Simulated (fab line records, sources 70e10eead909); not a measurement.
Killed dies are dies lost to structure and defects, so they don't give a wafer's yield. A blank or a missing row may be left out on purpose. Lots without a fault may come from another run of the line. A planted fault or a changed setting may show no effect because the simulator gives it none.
Which tool did it? | flow nand_harc | 24 lots, 72 wafers sampled, at 5 steps of a route of 1159

WHAT THE GAUGES READ, wafer by wafer
NHARC_A_BONDPAD_CD_MEAS_09: target cd 500 nm. Usual: cd_nm 500.9 nm, standard deviation 1.7.
lot  | measured     | on        | cd_nm (nm)        | flag
L074 | day 18 01:17 | cd_sem-01 | 500.5 505.2 502.5 |
L075 | day 18 12:40 | cd_sem-02 | 496.8 500.3 501.7 |
L078 | day 18 13:19 | cd_sem-02 | 500.8 501.7 500.0 |
L077 | day 18 17:25 | cd_sem-02 | 501.0 501.8 503.4 |
L076 | day 18 18:05 | cd_sem-03 | 501.5 502.9 503.3 |
L079 | day 19 15:09 | cd_sem-02 | 501.7 502.1 499.0 |
L080 | day 19 15:29 | cd_sem-03 | 498.1 499.1 499.9 |
L081 | day 19 21:31 | cd_sem-03 | 498.8 500.5 500.7 |
L083 | day 20 06:14 | cd_sem-01 | 499.1 498.7 501.1 |
L084 | day 20 11:31 | cd_sem-03 | 502.0 500.0 499.8 |
L082 | day 20 11:55 | cd_sem-03 | 500.3 500.9 500.1 |
L086 | day 20 16:26 | cd_sem-02 | 502.7 500.8 501.5 |
L087 | day 20 18:53 | cd_sem-02 | 502.9 500.8 501.5 |
L085 | day 21 16:26 | cd_sem-01 | 499.6 499.2 501.3 |
L089 | day 21 17:19 | cd_sem-03 | 502.3 501.9 501.9 |
L088 | day 21 22:18 | cd_sem-03 | 501.6 501.9 498.8 |
L090 | day 22 02:35 | cd_sem-02 | 502.5 500.2 502.8 |
L092 | day 22 12:39 | cd_sem-03 | 502.0 499.5 500.3 |
L094 | day 22 13:56 | cd_sem-01 | 501.1 501.5 499.9 |
L093 | day 22 18:55 | cd_sem-02 | 501.6 501.7 503.1 |
L091 | day 22 19:17 | cd_sem-03 | 501.9 499.4 502.1 |
L095 | day 23 10:35 | cd_sem-01 | 497.2 499.4 499.5 |
L096 | day 23 11:19 | cd_sem-03 | 502.1 499.6 500.8 |
L097 | day 23 23:29 | cd_sem-02 | 498.2 497.2 498.5 |

NHARC_A_BONDPAD_CD_MEAS_13. Usual: cd_nm 500.1 nm, standard deviation 1.8.
lot  | measured     | on        | cd_nm (nm)        | flag
L074 | day 18 01:49 | cd_sem-01 | 500.4 504.2 502.4 |
L075 | day 18 13:11 | cd_sem-03 | 495.2 500.4 501.3 |
L078 | day 18 13:56 | cd_sem-02 | 499.8 500.8 498.8 |
L077 | day 18 18:06 | cd_sem-02 | 500.8 501.8 502.6 |
L076 | day 18 18:37 | cd_sem-02 | 500.9 503.2 502.8 |
L079 | day 19 15:41 | cd_sem-01 | 500.8 500.2 499.0 |
L080 | day 19 16:05 | cd_sem-01 | 497.4 498.4 499.3 |
L081 | day 19 22:02 | cd_sem-01 | 497.9 499.2 500.2 |
L083 | day 20 06:46 | cd_sem-01 | 498.3 499.2 500.2 |
L084 | day 20 12:04 | cd_sem-01 | 501.4 498.3 498.1 |
L082 | day 20 12:28 | cd_sem-02 | 501.0 501.2 499.5 |
L086 | day 20 16:58 | cd_sem-02 | 502.2 498.5 500.4 |
L087 | day 20 19:25 | cd_sem-01 | 500.9 498.7 501.1 |
L085 | day 21 16:58 | cd_sem-03 | 498.7 497.5 500.2 |
L089 | day 21 17:50 | cd_sem-01 | 500.8 500.8 500.0 |
L088 | day 21 22:50 | cd_sem-01 | 499.7 501.0 498.0 |
L090 | day 22 03:07 | cd_sem-03 | 502.0 499.7 502.6 |
L092 | day 22 13:11 | cd_sem-01 | 501.5 499.7 499.3 |
L094 | day 22 14:28 | cd_sem-01 | 499.8 500.3 499.2 |
L093 | day 22 19:28 | cd_sem-02 | 503.1 499.9 503.2 |
L091 | day 22 19:53 | cd_sem-03 | 501.7 497.5 501.8 |
L095 | day 23 11:38 | cd_sem-03 | 497.7 498.3 498.5 |
L096 | day 23 11:50 | cd_sem-01 | 500.0 498.0 498.8 |
L097 | day 24 00:01 | cd_sem-02 | 498.5 496.0 497.8 |

NHARC_A_BONDPAD_INSPECT_23. Usual: raw_defect_count 491, standard deviation 120.
lot  | measured     | on                | raw_defect_count | flag
L074 | day 18 04:02 | defect_inspect-01 | 625 479 500      |
L075 | day 18 15:26 | defect_inspect-02 | 475 352 440      |
L078 | day 18 16:29 | defect_inspect-01 | 539 453 396      |
L077 | day 18 20:24 | defect_inspect-02 | 666 472 547      |
L076 | day 18 21:01 | defect_inspect-02 | 656 499 711      |
L079 | day 19 17:55 | defect_inspect-02 | 556 434 490      |
L080 | day 19 18:19 | defect_inspect-01 | 351 383 542      |
L081 | day 20 00:35 | defect_inspect-02 | 304 274 297      |
L083 | day 20 08:59 | defect_inspect-01 | 435 610 501      |
L084 | day 20 14:28 | defect_inspect-01 | 473 557 437      |
L082 | day 20 14:49 | defect_inspect-01 | 843 658 438      |
L086 | day 20 19:13 | defect_inspect-02 | 582 1061 503     |
L087 | day 20 21:41 | defect_inspect-02 | 558 415 374      |
L085 | day 21 19:13 | defect_inspect-01 | 387 407 402      |
L089 | day 21 20:07 | defect_inspect-02 | 388 421 527      |
L088 | day 22 01:16 | defect_inspect-01 | 527 566 522      |
L090 | day 22 05:23 | defect_inspect-01 | 343 862 410      |
L092 | day 22 15:28 | defect_inspect-02 | 344 295 426      |
L094 | day 22 16:44 | defect_inspect-02 | 458 621 485      |
L093 | day 22 21:46 | defect_inspect-02 | 421 585 855      |
L091 | day 22 22:10 | defect_inspect-01 | 686 417 541      |
L095 | day 23 13:56 | defect_inspect-01 | 372 461 426      |
L096 | day 23 14:05 | defect_inspect-01 | 316 523 701      |
L097 | day 24 02:20 | defect_inspect-02 | 633 515 391      |

WHICH TOOL RAN EACH LOT (tool, then ch and the chambers of the sampled wafers, then the start)
lot  | NHARC_A_M0_DESCUM_14               | NHARC_A_M0_PVD_21
L074 | rie_diel-02 ch 0,1,2, day 17 16:29 | pvd_sputter-03, day 18 01:17 or earlier
L075 | rie_diel-02 ch 0,2,3, day 18 04:15 | pvd_sputter-01, day 18 12:40 or earlier
L078 | rie_diel-02 ch 0,1,2, day 18 04:42 | pvd_sputter-03, day 18 13:19 or earlier
L077 | rie_diel-02 ch 2,3, day 18 08:55   | pvd_sputter-01, day 18 17:25 or earlier
L076 | rie_diel-02 ch 0,1,2, day 18 09:26 | pvd_sputter-01, day 18 18:05 or earlier
L079 | rie_diel-02 ch 1,2,3, day 19 06:06 | pvd_sputter-02, day 19 15:09 or earlier
L080 | rie_diel-02 ch 1,2, day 19 06:33   | pvd_sputter-01, day 19 15:29 or earlier
L081 | rie_diel-07 ch 0,1,2, day 19 12:55 | pvd_sputter-01, day 19 21:31 or earlier
L083 | rie_diel-02 ch 2,3, day 19 21:42   | pvd_sputter-01, day 20 06:14 or earlier
L084 | rie_diel-04 ch 2,3, day 20 02:47   | pvd_sputter-01, day 20 11:31 or earlier
L082 | rie_diel-02 ch 1,2, day 20 03:18   | pvd_sputter-01, day 20 11:55 or earlier
L086 | rie_diel-02 ch 1,2, day 20 07:32   | pvd_sputter-02, day 20 16:26 or earlier
L087 | rie_diel-07 ch 0,3, day 20 10:07   | pvd_sputter-01, day 20 18:53 or earlier
L085 | rie_diel-04 ch 0,3, day 21 07:59   | pvd_sputter-02, day 21 16:26 or earlier
L089 | rie_diel-02 ch 1,3, day 21 08:29   | pvd_sputter-03, day 21 17:19 or earlier
L088 | rie_diel-07 ch 1,2,3, day 21 13:06 | pvd_sputter-01, day 21 22:18 or earlier
L090 | rie_diel-07 ch 0,2,3, day 21 17:46 | pvd_sputter-02, day 22 02:35 or earlier
L092 | rie_diel-07 ch 0,1,2, day 22 03:58 | pvd_sputter-01, day 22 12:39 or earlier
L094 | rie_diel-07 ch 1,2,3, day 22 05:06 | pvd_sputter-03, day 22 13:56 or earlier
L093 | rie_diel-07 ch 1,3, day 22 09:37   | pvd_sputter-03, day 22 18:55 or earlier
L091 | rie_diel-02 ch 1,2,3, day 22 09:54 | pvd_sputter-02, day 22 19:17 or earlier
L095 | rie_diel-02 ch 0,2,3, day 23 01:18 | pvd_sputter-01, day 23 10:35 or earlier
L096 | rie_diel-04 ch 0,3, day 23 02:27   | pvd_sputter-03, day 23 11:19 or earlier
L097 | rie_diel-04 ch 1,3, day 23 14:49   | pvd_sputter-03, day 23 23:29 or earlier
- NHARC_A_M0_DESCUM_14: chemistry O2, time 3 s.
- NHARC_A_M0_PVD_21: deposits Cu, target thk 30 nm, time 20.49 s.

WHAT THE TOOLS THEMSELVES READ (means of the sampled wafers that have a number; where no wafer has one, the mark that the record gives instead)
NHARC_A_M0_DESCUM_14. Usual: drypump_motor_current_A 5.63 A, standard deviation 0.29; oes_product_au 0.999 a.u., standard deviation 0.01; rf_vpp_V 57.9 V, standard deviation 0.71; showerhead_plenum_p_Torr 1.94 Torr, standard deviation 0.082; throttle_valve_pct 11.311 %, standard deviation 0.0089.
lot  | tool        | drypump_motor_current_A (A) | oes_product_au (a.u.) | rf_vpp_V (V) | showerhead_plenum_p_Torr (Torr) | throttle_valve_pct (%) | flag
L074 | rie_diel-02 | 5.68                        | 1.005                 | 57.9         | 1.93                            | 11.310                 |
L075 | rie_diel-02 | 5.72                        | 1.006                 | 57.8         | 1.99                            | 11.309                 |
L078 | rie_diel-02 | 5.66                        | 1.007                 | 58.5         | 1.93                            | 11.302                 |
L077 | rie_diel-02 | 5.75                        | 1.008                 | 58.3         | 2.05                            | 11.312                 |
L076 | rie_diel-02 | 5.67                        | 1.009                 | 57.7         | 1.93                            | 11.318                 |
L079 | rie_diel-02 | 5.78                        | 1.002                 | 57.3         | 1.99                            | 11.315                 |
L080 | rie_diel-02 | 5.76                        | 1.004                 | 57.8         | 1.98                            | 11.307                 |
L081 | rie_diel-07 | 5.59                        | 0.995                 | 57.5         | 1.87                            | 11.306                 |
L083 | rie_diel-02 | 5.77                        | 1.005                 | 57.8         | 2.05                            | 11.312                 |
L084 | rie_diel-04 | 6.06                        | 0.987                 | 58.1         | 1.97                            | 11.314                 |
L082 | rie_diel-02 | 5.74                        | 1.020                 | 58.0         | 1.98                            | 11.325                 |
L086 | rie_diel-02 | 5.76                        | 1.000                 | 57.6         | 1.93                            | 11.315                 |
L087 | rie_diel-07 | 5.92                        | 0.995                 | 58.2         | 1.84                            | 11.311                 |
L085 | rie_diel-04 | 5.24                        | 0.991                 | 57.9         | 1.96                            | 11.307                 |
L089 | rie_diel-02 | 5.81                        | 0.995                 | 57.7         | 2.00                            | 11.308                 |
L088 | rie_diel-07 | 5.43                        | 0.987                 | 58.2         | 1.90                            | 11.317                 |
L090 | rie_diel-07 | 5.67                        | 0.988                 | 58.1         | 1.86                            | 11.317                 |
L092 | rie_diel-07 | 5.59                        | 1.003                 | 57.8         | 1.86                            | 11.313                 |
L094 | rie_diel-07 | 5.42                        | 0.999                 | 57.4         | 1.90                            | 11.309                 |
L093 | rie_diel-07 | 5.49                        | 0.989                 | 58.1         | 1.92                            | 11.305                 |
L091 | rie_diel-02 | 5.77                        | 0.993                 | 58.8         | 1.99                            | 11.308                 |
L095 | rie_diel-02 | 5.67                        | 0.990                 | 57.7         | 1.99                            | 11.303                 |
L096 | rie_diel-04 | 5.26                        | 1.003                 | 57.9         | 1.96                            | 11.306                 |
L097 | rie_diel-04 | 5.22                        | 1.003                 | 57.3         | 1.89                            | 11.315                 |

NHARC_A_M0_PVD_21. Usual: throttle_valve_pct 30.0 %, standard deviation 0.65.
lot  | tool           | throttle_valve_pct (%) | flag
L074 | pvd_sputter-03 | 30.1                   |
L075 | pvd_sputter-01 | 30.0                   |
L078 | pvd_sputter-03 | 30.1                   |
L077 | pvd_sputter-01 | 29.4                   |
L076 | pvd_sputter-01 | 29.7                   |
L079 | pvd_sputter-02 | 30.2                   |
L080 | pvd_sputter-01 | 29.6                   |
L081 | pvd_sputter-01 | 29.6                   |
L083 | pvd_sputter-01 | 29.7                   |
L084 | pvd_sputter-01 | 29.9                   |
L082 | pvd_sputter-01 | 29.7                   |
L086 | pvd_sputter-02 | 30.5                   |
L087 | pvd_sputter-01 | 29.9                   |
L085 | pvd_sputter-02 | 29.6                   |
L089 | pvd_sputter-03 | 29.8                   |
L088 | pvd_sputter-01 | 29.7                   |
L090 | pvd_sputter-02 | 31.3                   |
L092 | pvd_sputter-01 | 29.8                   |
L094 | pvd_sputter-03 | 30.2                   |
L093 | pvd_sputter-03 | 29.7                   |
L091 | pvd_sputter-02 | 31.1                   |
L095 | pvd_sputter-01 | 29.7                   |
L096 | pvd_sputter-03 | 30.2                   |
L097 | pvd_sputter-03 | 29.4                   |

THE ANSWER, worked out from the rows above alone
Rule: a lot is off if the mean of its wafers that have a number lies more than 3 standard deviations from the usual mean. A lot without any number at a reading at which 4 lots or more have one is off too. The other lots that the step has rows for count as sound. The gauges are gone through in route order, then the tools' own readings, and for those a lot's mean is taken as printed above. The first step at which some lot is off is used, and at that step the reading that is off furthest; a lot without a number counts as furthest.
No lot is off at any reading shown: from this, nothing can be told.

WHAT THE SIMULATOR HAD PUT IN
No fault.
